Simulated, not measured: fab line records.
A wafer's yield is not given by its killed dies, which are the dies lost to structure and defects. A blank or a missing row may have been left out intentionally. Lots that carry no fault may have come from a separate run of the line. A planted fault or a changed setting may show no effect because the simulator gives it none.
Problem report, 8D (eight disciplines) form, completed by code    flow n5_finfet    the parts of the form that need people (team, actions taken, sign-off) are left out

== 1. WHAT IS WRONG ==
Mean of raw_defect_count at N5_BEOL_M0_INSPECT_127: 3555 across 4 wafers in 3 lots; on wafers with no fault it is 67 (standard deviation 23). That is +99 or more standard deviations from the usual mean.
The step: inspects for defects (darkfield).
First observed at day 9 13:25: wafer L849.5, on defect_inspect-01. The record holds 30 wafers of 11 lots with a number at this step. Rule for "out", or "out of limits": more than 4 standard deviations from the usual mean. All remaining wafers that have a number are taken as sound.

== 2. WHAT IT IS AND WHAT IT IS NOT ==
question                     is                                    is not
which readings at this step  raw_defect_count                      -
which lots                   L849, L851, L856                      L836, L837, L838, L843, L844, L845, L846, L858
which wafers of those lots   L849.5, L851.6, L856.5, L856.6        L849.4, L851.3
read on which gauges         defect_inspect-01, defect_inspect-02  -
when                         from day 9 13:25                      up to then (22 sound wafers); but 4 sound wafers of L851, L858 came after

== 3. SUSPECTS, AND WHAT RULES EACH OUT ==
Counting: if a tool at a process step up to the reading ran every lot that is out, it stays a suspect. Sound lots after the first of them don't rule it out here, since some wafers of a struck lot are sound.
- the gauge at N5_BEOL_M0_INSPECT_127 is ruled out. The wafers that are out were read on 2 gauges (defect_inspect-01, defect_inspect-02).
- cmp-02 at N5_BEOL_M0_CMP_120 (polishes, stops on SiOC, t overpolish 6.9 s): kept. Every lot that is out went through it, the first being L849 (day 9 12:50); the last sound lot it ran before that was L846 (day 8 17:13). Out on those wafers are its own readings of barrier_field_endpoint_s, time_to_endpoint_s.
After counting, what remains is cmp-02 at N5_BEOL_M0_CMP_120.

== 4. THE CAUSE (what the simulator had put in) ==
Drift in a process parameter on cmp-02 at N5_BEOL_M0_CMP_120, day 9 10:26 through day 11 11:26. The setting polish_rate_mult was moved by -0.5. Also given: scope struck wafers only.
Counting left only this tool.

== 5. THE CHAIN OF EFFECTS, in route order ==
One row per reading whose mean, taken over the struck wafers that have a number, lies over 3 standard deviations from the usual. Only readings for which the record gives a usual standard deviation are gone through. hours: the time from each lot's start at the first step in this table that gives one to its start at this step, as a median over the lots. sigmas: the change in usual standard deviations.
hours  step                     reading                   usual   on struck wafers  change  sigmas
0      N5_BEOL_M0_CMP_120       barrier_field_endpoint_s  3.67 s  7.23              +3.56   +27
0      N5_BEOL_M0_CMP_120       time_to_endpoint_s        62.6 s  81.5              +18.9   +7.6
1      N5_BEOL_M0_INSPECT_127   raw_defect_count          67      3555              +3488   +99 or more
209    N5_PASSIVATION_PROBE_49  defect_limited_yield      91.5 %  0.0               -91.5   -65
209    N5_PASSIVATION_PROBE_49  killed_at_M0_to_M3        34      1126              +1092   +99 or more
209    N5_PASSIVATION_PROBE_49  killed_dies               101     1180              +1079   +63
209    N5_PASSIVATION_PROBE_49  killed_on_rim             13      152               +139    +35
209    N5_PASSIVATION_PROBE_49  sort_n_pass               1079    0                 -1079   -63
209    N5_PASSIVATION_PROBE_49  sort_yield_pct            91.4 %  0.0               -91.4   -65
Process steps it contains:
- N5_BEOL_M0_CMP_120: polishes, stops on SiOC, t overpolish 6.9 s.
- N5_PASSIVATION_PROBE_49

== 6. HOW IT WOULD HAVE BEEN CAUGHT EARLIER ==
3 hours passed between the start of the fault at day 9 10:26 and the first reading out of limits at a measuring or inspecting step in this record, taken at day 9 13:25.
At N5_BEOL_M0_CMP_120, the tool's own readings (barrier_field_endpoint_s, time_to_endpoint_s) were out on each struck wafer the step has a row for, so an alarm limit on them would have fired on the first such wafer.
Lots out: 3; of these, L851, L856 started N5_BEOL_M0_CMP_120 on cmp-02 after day 9 13:25. A hold on the tool at that time would have spared those 2.
